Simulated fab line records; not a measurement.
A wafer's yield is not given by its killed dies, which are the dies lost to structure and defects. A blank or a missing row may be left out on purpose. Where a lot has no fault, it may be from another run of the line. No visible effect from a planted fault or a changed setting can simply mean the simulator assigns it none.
fab line records + flow n5_finfet
record:
- lots: 14
- wafers: 41
- last_day: 18
route steps=1938 shown BEOL_M3@963
lots untouched by any fault: they come from a run of this same line in which no faults occurred
start_h: the number of hours between the record's first day and the start of the first shown wafer of the lot + wait_h: time in hours since the lot's previous step + " same as the row above + L1.1+2: one row covering several wafers at once + - no value, or no start was given + * or withheld: withheld + < > ~ a bound
route shown NAME@n: NAME is a module with steps in the file, n the number in the route of the first one + usual: mean/standard deviation taken from wafers without a fault + same: alike in all rows + chamber/n: place in a boat + sites: per-site readings + _std_site: how widely they spread, as a standard deviation + _edge_site: mean of outer sites minus mean of inner sites + radius_mm: how far each site lies from the wafer's centre + mask NAME#n: copy n + behind: the last tool/chamber to shape the wafer + hold: cause of the lot's hold/its duration in hours/its outcome + device: transistor that didn't switch, given as n, p or np + end of line: the tests these same wafers got at the end of their route + for a step that has no rows: nothing shown but its recipe + killed: not the wafer's yield, but the dies lost to structure and defects at the first sort + map: shows each die of a wafer: x if killed, . if not, _ if none is there
set.NAME: the run value of the setting; set.NAME@STEP: its run value at that earlier step + model.NAME: the simulator's own value behind a step, which no gauge read
route steps across a sampled set of lots; one table per step, one row per wafer
services: when a tool's chamber went out of use (start_h, in hours from the record's first day, below 0 if earlier), for how many hours, and the reason
== steps ==
step: N5_BEOL_M3_EXPOSE_25
recipe:
- mask_id: V2
- na: 0.33
- source_shape: quasar
- sigma_inner: 0.2
- sigma_outer: 0.8
- polarization: unpolarized
- defocus_nm: 5
- dose_mj: 63
usual:
- dipole_opening_deg: 30/0
- exposure_dose_mJ_cm2: 63.4/0.43
| lot.wafer | tool           | chamber | start_h | wait_h | mask | dipole_opening_deg | exposure_dose_mJ_cm2 |
|-----------|----------------|---------|---------|--------|------|--------------------|----------------------|
| L844.1    | euv_scanner-01 | 0       | 139.73  | -      | V2#0 | 30                 | 62.8                 |
| L844.4    | "              | 0       | "       | "      | V2#0 | 30                 | 62.8                 |
| L844.6    | "              | 0       | "       | "      | V2#0 | 30                 | 62.8                 |
| L845.2    | euv_scanner-01 | 0       | 151.37  | -      | V2#0 | 30                 | 62.8                 |
| L845.3    | "              | 0       | "       | "      | V2#0 | 30                 | 62.7                 |
| L845.5    | "              | 0       | "       | "      | V2#0 | 30                 | 62.8                 |
| L846.1    | euv_scanner-02 | 0       | 176.69  | -      | V2#0 | 30                 | 63.6                 |
| L846.2    | "              | 0       | "       | "      | V2#0 | 30                 | 63.7                 |
| L846.4    | "              | 0       | "       | "      | V2#0 | 30                 | 63.7                 |
| L850.3    | euv_scanner-02 | 0       | 200.19  | -      | V2#0 | 30                 | 63.6                 |
| L850.6    | "              | 0       | "       | "      | V2#0 | 30                 | 63.7                 |
| L851.2    | euv_scanner-02 | 0       | 200.33  | -      | V2#0 | 30                 | 63.8                 |
| L851.4    | "              | 0       | "       | "      | V2#0 | 30                 | 63.8                 |
| L851.5    | "              | 0       | "       | "      | V2#0 | 30                 | 63.6                 |
| L855.2    | euv_scanner-02 | 0       | 214.44  | -      | V2#0 | 30                 | 63.8                 |
| L855.5    | "              | 0       | "       | "      | V2#0 | 30                 | 63.7                 |
| L855.6    | "              | 0       | "       | "      | V2#0 | 30                 | 63.7                 |
| L854.4    | euv_scanner-02 | 0       | 216.43  | -      | V2#0 | 30                 | 63.8                 |
| L854.5    | "              | 0       | "       | "      | V2#0 | 30                 | 63.7                 |
| L854.6    | "              | 0       | "       | "      | V2#0 | 30                 | 63.7                 |
| L857.4    | euv_scanner-02 | -       | 220.52  | -      | V2#0 | -                  | -                    |
| L857.5    | "              | -       | "       | "      | V2#0 | -                  | -                    |
| L857.6    | "              | -       | "       | "      | V2#0 | -                  | -                    |
| L856.2    | euv_scanner-01 | -       | 221.98  | -      | V2#0 | -                  | -                    |
| L856.5    | "              | -       | "       | "      | V2#0 | -                  | -                    |
| L856.6    | "              | -       | "       | "      | V2#0 | -                  | -                    |
| L858.1    | euv_scanner-02 | 0       | 242.32  | -      | V2#0 | 30                 | 63.7                 |
| L858.2    | "              | 0       | "       | "      | V2#0 | 30                 | 63.6                 |
| L858.4    | "              | 0       | "       | "      | V2#0 | 30                 | 63.6                 |
| L862.1    | euv_scanner-02 | 0       | 271.73  | -      | V2#0 | 30                 | 63.7                 |
| L862.2    | "              | 0       | "       | "      | V2#0 | 30                 | 63.6                 |
| L862.3    | "              | 0       | "       | "      | V2#0 | 30                 | 63.6                 |
| L864.2    | euv_scanner-02 | 0       | 277.44  | -      | V2#0 | 30                 | 63.7                 |
| L864.3    | "              | 0       | "       | "      | V2#0 | 30                 | 63.7                 |
| L864.4    | "              | 0       | "       | "      | V2#0 | 30                 | 63.7                 |
| L865.1    | euv_scanner-02 | 0       | 281.01  | -      | V2#0 | 30                 | 63.7                 |
| L865.4    | "              | 0       | "       | "      | V2#0 | 30                 | 63.6                 |
| L865.5    | "              | 0       | "       | "      | V2#0 | 30                 | 63.7                 |
| L866.1    | euv_scanner-02 | 0       | 285.55  | -      | V2#0 | 30                 | 63.7                 |
| L866.2    | "              | 0       | "       | "      | V2#0 | 30                 | 63.6                 |
| L866.4    | "              | 0       | "       | "      | V2#0 | 30                 | 63.7                 |
step: N5_BEOL_M3_OVL_MEAS_29
recipe:
- points_per_wafer: 522
usual:
- V2_OVL: -0.3/0.59
| lot.wafer | tool       | chamber | start_h | wait_h | V2_OVL[nm] |
|-----------|------------|---------|---------|--------|------------|
| L844.1    | overlay-02 | 0       | 139.90  | 0.0    | -0.9       |
| L844.4    | "          | 0       | "       | "      | -0.8       |
| L844.6    | "          | 0       | "       | "      | -0.8       |
| L845.2    | overlay-01 | 0       | 151.54  | 0.0    | 0.0        |
| L845.3    | "          | 0       | "       | "      | 0.0        |
| L845.5    | "          | 0       | "       | "      | 0.1        |
| L846.1    | overlay-02 | 0       | 176.87  | 0.0    | -0.2       |
| L846.2    | "          | 0       | "       | "      | 0.9        |
| L846.4    | "          | 0       | "       | "      | 0.6        |
| L850.3    | overlay-01 | 0       | 200.36  | 0.0    | 0.1        |
| L850.6    | "          | 0       | "       | "      | -0.4       |
| L851.2    | overlay-01 | 0       | 200.51  | 0.0    | -0.5       |
| L851.4    | "          | 0       | "       | "      | -0.9       |
| L851.5    | "          | 0       | "       | "      | -0.6       |
| L855.2    | overlay-01 | 0       | 214.61  | 0.0    | -0.8       |
| L855.5    | "          | 0       | "       | "      | -0.3       |
| L855.6    | "          | 0       | "       | "      | -0.9       |
| L854.4    | overlay-02 | 0       | 216.60  | 0.0    | -0.6       |
| L854.5    | "          | 0       | "       | "      | -0.4       |
| L854.6    | "          | 0       | "       | "      | -0.6       |
| L857.4    | overlay-02 | 0       | 220.68  | 0.0    | -          |
| L857.5    | "          | 0       | "       | "      | -          |
| L857.6    | "          | 0       | "       | "      | -          |
| L856.2    | overlay-02 | 0       | 222.15  | 0.0    | -          |
| L856.5    | "          | 0       | "       | "      | -          |
| L856.6    | "          | 0       | "       | "      | -          |
| L858.1    | overlay-01 | 0       | 242.49  | 0.0    | 0.3        |
| L858.2    | "          | 0       | "       | "      | -0.4       |
| L858.4    | "          | 0       | "       | "      | 0.1        |
| L862.1    | overlay-02 | 0       | 271.91  | 0.0    | -0.9       |
| L862.2    | "          | 0       | "       | "      | -0.9       |
| L862.3    | "          | 0       | "       | "      | -0.7       |
| L864.2    | overlay-01 | 0       | 277.61  | 0.0    | -0.7       |
| L864.3    | "          | 0       | "       | "      | -1.3       |
| L864.4    | "          | 0       | "       | "      | 0.1        |
| L865.1    | overlay-01 | 0       | 281.19  | 0.0    | -0.4       |
| L865.4    | "          | 0       | "       | "      | 0.8        |
| L865.5    | "          | 0       | "       | "      | -0.3       |
| L866.1    | overlay-02 | 0       | 285.73  | 0.0    | 0.1        |
| L866.2    | "          | 0       | "       | "      | 0.1        |
| L866.4    | "          | 0       | "       | "      | -0.2       |
step: N5_BEOL_M3_DESCUM_33
recipe:
- chemistry: O2
- time_s: 7
- source_power_w: 50
- bias_power_w: 20
- pressure_mtorr: 20
- rf_frequency_hz: 2.712e+07
- temp_c: 40
- resist: CAR-EUV
- o2_flow_sccm: 225
usual:
- drypump_motor_current_A: 5.83/0.25
- oes_product_au: 0.77/0.089
- rf_vpp_V: 243.5/1.1
- showerhead_plenum_p_Torr: 2.11/0.05
- throttle_valve_pct: 20.5/0.35
| lot.wafer | tool        | chamber | start_h | wait_h | drypump_motor_current_A | oes_product_au | rf_hours_counter_h | rf_vpp_V | showerhead_plenum_p_Torr | throttle_valve_pct |
|-----------|-------------|---------|---------|--------|-------------------------|----------------|--------------------|----------|--------------------------|--------------------|
| L844.1    | rie_diel-06 | 0       | 140.00  | 0.0    | 5.86                    | 0.94           | 9                  | 244.0    | 2.07                     | 20.3               |
| L844.4    | "           | 3       | "       | "      | 5.89                    | 0.68           | 249                | 242.0    | 2.06                     | 21.0               |
| L844.6    | "           | 2       | "       | "      | 6.00                    | 0.74           | -                  | 242.7    | 2.08                     | 20.3               |
| L845.2    | rie_diel-06 | 0       | 151.80  | 0.2    | 5.82                    | 0.93           | 12                 | 244.3    | 2.07                     | 20.3               |
| L845.3    | "           | 1       | "       | "      | 5.75                    | 0.69           | 206                | 245.3    | 2.18                     | 20.7               |
| L845.5    | "           | 1       | "       | "      | 5.72                    | 0.70           | -                  | 245.0    | 2.18                     | 20.7               |
| L846.1    | rie_diel-02 | 0       | 176.97  | 0.0    | 5.83                    | 0.71           | 175                | 241.3    | 2.01                     | 20.6               |
| L846.2    | "           | 2       | "       | "      | 5.46                    | 0.73           | 190                | 243.8    | 2.16                     | 20.5               |
| L846.4    | "           | 2       | "       | "      | 5.46                    | 0.72           | -                  | 244.0    | 2.16                     | 20.5               |
| L850.3    | rie_diel-01 | 1       | 200.67  | 0.3    | 6.24                    | 0.74           | 186                | 244.2    | 2.19                     | 21.1               |
| L850.6    | "           | 1       | "       | "      | 6.26                    | 0.74           | -                  | 244.9    | 2.19                     | 21.1               |
| L851.2    | rie_diel-01 | 1       | 200.78  | 0.2    | 6.24                    | 0.73           | 186                | 243.7    | 2.19                     | 21.1               |
| L851.4    | "           | 0       | "       | "      | 5.67                    | 0.89           | -                  | 244.1    | 2.10                     | 19.9               |
| L851.5    | "           | 3       | "       | "      | 5.56                    | 0.71           | -                  | 242.9    | 2.09                     | 20.3               |
| L855.2    | rie_diel-01 | 3       | 214.70  | 0.0    | 5.55                    | 0.70           | 203                | 242.1    | 2.09                     | 20.3               |
| L855.5    | "           | 3       | "       | "      | 5.56                    | 0.70           | -                  | 240.8    | 2.09                     | 20.4               |
| L855.6    | "           | 0       | "       | "      | 5.64                    | 0.88           | -                  | 242.6    | 2.10                     | 19.9               |
| L854.4    | rie_diel-02 | 3       | 216.70  | 0.1    | 5.82                    | 0.69           | 242                | 243.5    | 2.13                     | 20.6               |
| L854.5    | "           | 2       | "       | "      | 5.46                    | 0.72           | -                  | 243.6    | 2.16                     | 20.6               |
| L854.6    | "           | 3       | "       | "      | 5.81                    | 0.70           | -                  | 242.3    | 2.13                     | 20.6               |
| L857.4    | rie_diel-01 | 0       | 220.78  | 0.0    | 5.67                    | 0.88           | -                  | 242.7    | 2.10                     | 19.9               |
| L857.5    | "           | 1       | "       | "      | 6.26                    | 0.72           | -                  | 244.6    | 2.18                     | 21.1               |
| L857.6    | "           | 3       | "       | "      | 5.56                    | 0.70           | -                  | 241.5    | 2.09                     | 20.3               |
| L856.2    | rie_diel-01 | 1       | 222.24  | 0.0    | 6.25                    | 0.72           | 194                | 243.3    | 2.18                     | 21.1               |
| L856.5    | "           | 1       | "       | "      | 6.23                    | 0.71           | -                  | 245.3    | 2.18                     | 21.1               |
| L856.6    | "           | 0       | "       | "      | 5.66                    | 0.88           | -                  | 243.6    | 2.10                     | 19.9               |
| L858.1    | rie_diel-01 | 3       | 242.58  | 0.0    | 5.60                    | 0.69           | 213                | 242.7    | 2.08                     | 20.4               |
| L858.2    | "           | 0       | "       | "      | 5.70                    | 0.87           | 63                 | 244.7    | 2.09                     | 19.9               |
| L858.4    | "           | 2       | "       | "      | 5.61                    | 0.90           | 44                 | 242.0    | 2.06                     | 20.5               |
| L862.1    | rie_diel-06 | 2       | 272.03  | 0.1    | 5.97                    | 0.70           | 196                | 242.8    | 2.06                     | 20.3               |
| L862.2    | "           | 1       | "       | "      | 5.73                    | 0.68           | 240                | 243.5    | 2.17                     | 20.8               |
| L862.3    | "           | 3       | "       | "      | 5.88                    | 0.88           | 30                 | 242.5    | 2.05                     | 20.7               |
| L864.2    | rie_diel-01 | 3       | 277.70  | 0.0    | 5.56                    | 0.69           | 224                | 243.3    | 2.08                     | 20.4               |
| L864.3    | "           | 1       | "       | "      | 6.23                    | 0.71           | 212                | 244.4    | 2.18                     | 21.1               |
| L864.4    | "           | 0       | "       | "      | 5.69                    | 0.86           | 75                 | 243.0    | 2.09                     | 20.0               |
| L865.1    | rie_diel-01 | 2       | 281.29  | 0.0    | 5.61                    | 0.87           | 56                 | 244.1    | 2.06                     | 20.5               |
| L865.4    | "           | 1       | "       | "      | 6.19                    | 0.71           | 213                | 243.5    | 2.18                     | 21.1               |
| L865.5    | "           | 0       | "       | "      | 5.66                    | 0.86           | -                  | 243.6    | 2.09                     | 20.0               |
| L866.1    | rie_diel-01 | 0       | 285.82  | 0.0    | 5.65                    | 0.86           | 77                 | 244.4    | 2.09                     | 20.0               |
| L866.2    | "           | 3       | "       | "      | 5.55                    | 0.69           | 226                | 242.9    | 2.08                     | 20.4               |
| L866.4    | "           | 3       | "       | "      | 5.55                    | 0.69           | -                  | 244.3    | 2.08                     | 20.4               |
step: N5_BEOL_M3_ETCHBACK_99
recipe:
- chemistry: CHF3
- target: SiO2
- target_depth_a: 50
- time_s: 10.4
- source_w: 215
- bias_w: 47
- Ar_flow_sccm: 200
- CHF3_flow_sccm: 12
- ion_energy_ev: 100
- pressure_mtorr: 30
usual:
- drypump_motor_current_A: 5.84/0.27
- oes_product_au: 0.77/0.087
- rf_vpp_V: 240/3.6
- showerhead_plenum_p_Torr: 2.16/0.069
- throttle_valve_pct: 17.14/0.26
| lot.wafer | tool        | chamber | start_h | wait_h | drypump_motor_current_A | oes_product_au | rf_hours_counter_h | rf_vpp_V | showerhead_plenum_p_Torr | throttle_valve_pct |
|-----------|-------------|---------|---------|--------|-------------------------|----------------|--------------------|----------|--------------------------|--------------------|
| L844.1    | rie_diel-02 | 0       | 140.91  | 0.7    | 5.84                    | 0.71           | 164                | 241      | 2.04                     | 17.08              |
| L844.4    | "           | 2       | "       | "      | 5.45                    | 0.72           | -                  | 241      | 2.25                     | 17.38              |
| L844.6    | "           | 1       | "       | "      | 6.31                    | 0.75           | -                  | 246      | 2.25                     | 17.09              |
| L845.2    | rie_diel-01 | 3       | 158.71  | 6.7    | 5.57                    | 0.72           | 184                | 240      | 2.14                     | 16.93              |
| L845.3    | "           | 0       | "       | "      | 5.68                    | 0.91           | 36                 | 237      | 2.19                     | 16.73              |
| L845.5    | "           | 0       | "       | "      | 5.66                    | 0.91           | -                  | 237      | 2.19                     | 16.71              |
| L846.1    | rie_diel-02 | 2       | 183.47  | 5.7    | 5.46                    | 0.71           | 192                | 241      | 2.25                     | 17.40              |
| L846.2    | "           | 3       | "       | "      | 5.81                    | 0.70           | 232                | 248      | 2.22                     | 17.40              |
| L846.4    | "           | 1       | "       | "      | 6.32                    | 0.73           | 163                | 246      | 2.25                     | 17.09              |
| L850.3    | rie_diel-02 | 2       | 201.77  | 0.9    | 5.44                    | 0.72           | 197                | 240      | 2.25                     | 17.40              |
| L850.6    | "           | 1       | "       | "      | 6.36                    | 0.74           | -                  | 246      | 2.24                     | 17.11              |
| L851.2    | rie_diel-02 | 3       | 202.96  | 2.0    | 5.81                    | 0.70           | 238                | 246      | 2.22                     | 17.42              |
| L851.4    | "           | 2       | "       | "      | 5.46                    | 0.71           | 197                | 241      | 2.25                     | 17.41              |
| L851.5    | "           | 1       | "       | "      | 6.31                    | 0.73           | -                  | 246      | 2.25                     | 17.10              |
| L854.4    | rie_diel-01 | 0       | 221.68  | 4.8    | 5.65                    | 0.88           | -                  | 238      | 2.18                     | 16.76              |
| L854.5    | "           | 1       | "       | "      | 6.30                    | 0.71           | -                  | 239      | 2.23                     | 17.59              |
| L854.6    | "           | 3       | "       | "      | 5.57                    | 0.70           | -                  | 239      | 2.13                     | 16.97              |
| L855.2    | rie_diel-01 | 3       | 225.11  | 10.2   | 5.55                    | 0.70           | 207                | 239      | 2.13                     | 16.96              |
| L855.5    | "           | 1       | "       | "      | 6.22                    | 0.72           | -                  | 239      | 2.23                     | 17.59              |
| L855.6    | "           | 2       | "       | "      | 5.61                    | 0.90           | -                  | 247      | 2.10                     | 16.93              |
| L857.4    | rie_diel-01 | 0       | 226.18  | 5.2    | 5.70                    | 0.88           | 58                 | 237      | 2.18                     | 16.75              |
| L857.5    | "           | 0       | "       | "      | 5.69                    | 0.87           | -                  | 236      | 2.18                     | 16.78              |
| L857.6    | "           | 1       | "       | "      | 6.18                    | 0.72           | -                  | 238      | 2.23                     | 17.59              |
| L856.2    | rie_diel-01 | 2       | 228.64  | 6.2    | 5.62                    | 0.90           | 39                 | 243      | 2.10                     | 16.93              |
| L856.5    | "           | 0       | "       | "      | 5.65                    | 0.87           | -                  | 236      | 2.18                     | 16.76              |
| L856.6    | "           | 1       | "       | "      | 6.18                    | 0.72           | -                  | 239      | 2.23                     | 17.59              |
| L858.1    | rie_diel-06 | 0       | 250.15  | 7.4    | 5.89                    | 0.84           | 43                 | 240      | 2.11                     | 16.90              |
| L858.2    | "           | 2       | "       | "      | 5.97                    | 0.71           | 190                | 235      | 2.14                     | 17.10              |
| L858.4    | "           | 3       | "       | "      | 5.87                    | 0.89           | 24                 | 238      | 2.10                     | 17.16              |
| L862.1    | rie_diel-01 | 1       | 272.43  | 0.1    | 6.18                    | 0.71           | 210                | 238      | 2.23                     | 17.61              |
| L862.2    | "           | 3       | "       | "      | 5.57                    | 0.69           | 222                | 240      | 2.13                     | 16.99              |
| L862.3    | "           | 0       | "       | "      | 5.65                    | 0.86           | 74                 | 239      | 2.17                     | 16.77              |
| L864.2    | rie_diel-06 | 1       | 279.56  | 1.3    | 5.73                    | 0.68           | 242                | 232      | 2.20                     | 17.33              |
| L864.3    | "           | 2       | "       | "      | 6.02                    | 0.71           | 197                | 234      | 2.14                     | 17.12              |
| L864.4    | "           | 0       | "       | "      | 5.85                    | 0.83           | 52                 | 238      | 2.10                     | 16.95              |
| L865.1    | rie_diel-01 | 2       | 300.05  | 18.0   | 5.61                    | 0.87           | 60                 | 244      | 2.09                     | 16.97              |
| L865.4    | "           | 1       | "       | "      | 6.28                    | 0.70           | 215                | 239      | 2.22                     | 17.64              |
| L865.5    | "           | 2       | "       | "      | 5.59                    | 0.88           | -                  | 242      | 2.09                     | 16.98              |
| L866.1    | rie_diel-02 | 2       | 300.25  | 13.8   | 5.46                    | 0.69           | 226                | 243      | 2.23                     | 17.47              |
| L866.2    | "           | 0       | "       | "      | 5.82                    | 0.69           | 208                | 240      | 2.03                     | 17.16              |
| L866.4    | "           | 1       | "       | "      | 6.32                    | 0.71           | 200                | 247      | 2.23                     | 17.15              |
== services ==
| tool           | chamber | start_h | hours | kind   |
|----------------|---------|---------|-------|--------|
| euv_scanner-02 | -       | 118.10  | 1.0   | pm     |
| euv_scanner-01 | -       | 131.41  | 1.0   | pm     |
| rie_diel-02    | -       | 137.37  | 2.8   | pm     |
| rie_diel-02    | 3       | 140.90  | 6.3   | repair |
| euv_scanner-02 | -       | 144.07  | 4.6   | pm     |
| euv_scanner-02 | -       | 174.25  | 1.0   | pm     |
| rie_diel-02    | -       | 174.85  | 0.5   | repair |
| rie_diel-01    | 2       | 175.04  | 8.4   | repair |
| rie_diel-02    | 1       | 176.31  | 7.1   | repair |
| rie_diel-02    | 0       | 177.64  | 1.8   | repair |
| euv_scanner-01 | -       | 187.56  | 1.0   | pm     |
| euv_scanner-02 | -       | 193.41  | 1.2   | repair |
| rie_diel-01    | 2       | 193.75  | 29.0  | repair |
| euv_scanner-01 | -       | 198.82  | 4.6   | pm     |
| euv_scanner-02 | -       | 230.40  | 1.0   | pm     |
| euv_scanner-01 | -       | 237.50  | 4.3   | repair |
| euv_scanner-01 | -       | 243.71  | 1.0   | pm     |
| euv_scanner-02 | -       | 247.84  | 17.3  | pm     |
| rie_diel-06    | -       | 256.20  | 0.5   | repair |
| euv_scanner-01 | -       | 265.14  | 5.8   | pm     |
| rie_diel-02    | 2       | 274.36  | 2.9   | repair |
| rie_diel-01    | 1       | 284.52  | 11.2  | repair |
| euv_scanner-02 | -       | 286.55  | 1.0   | pm     |
| rie_diel-06    | 1       | 295.03  | 8.2   | repair |
== key ==
first_sign:
- step: N5_BEOL_M3_EXPOSE_25
- reading: tool_record
- direction: missing
effect none on later readings
met_at N5_BEOL_M3_EXPOSE_25
struck_lots L856,L857
later_rows_left_out L856.2,L856.5,L856.6,L857.4,L857.5,L857.6
sort_left_out L856.2,L856.5,L856.6,L857.4,L857.5,L857.6
not_acting_at N5_BEOL_M3_OVL_MEAS_29,N5_BEOL_M3_DESCUM_33,N5_BEOL_M3_ETCHBACK_99
onset_between 216.43 220.52
fault:
- kind: skipped_step_whole
- tool: euv_scanner-01,euv_scanner-02
- chamber: -
- onset_h: 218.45
- steps: N5_BEOL_M3_EXPOSE_25
- scope: struck_lots_only
sort_left_out: the simulated sort isn't trusted on such a fault, so these wafers' sort isn't shown, and their yield isn't known
later_rows_left_out: the simulator's readings of these wafers behind a module that went badly wrong aren't trusted and aren't shown, but for the sort
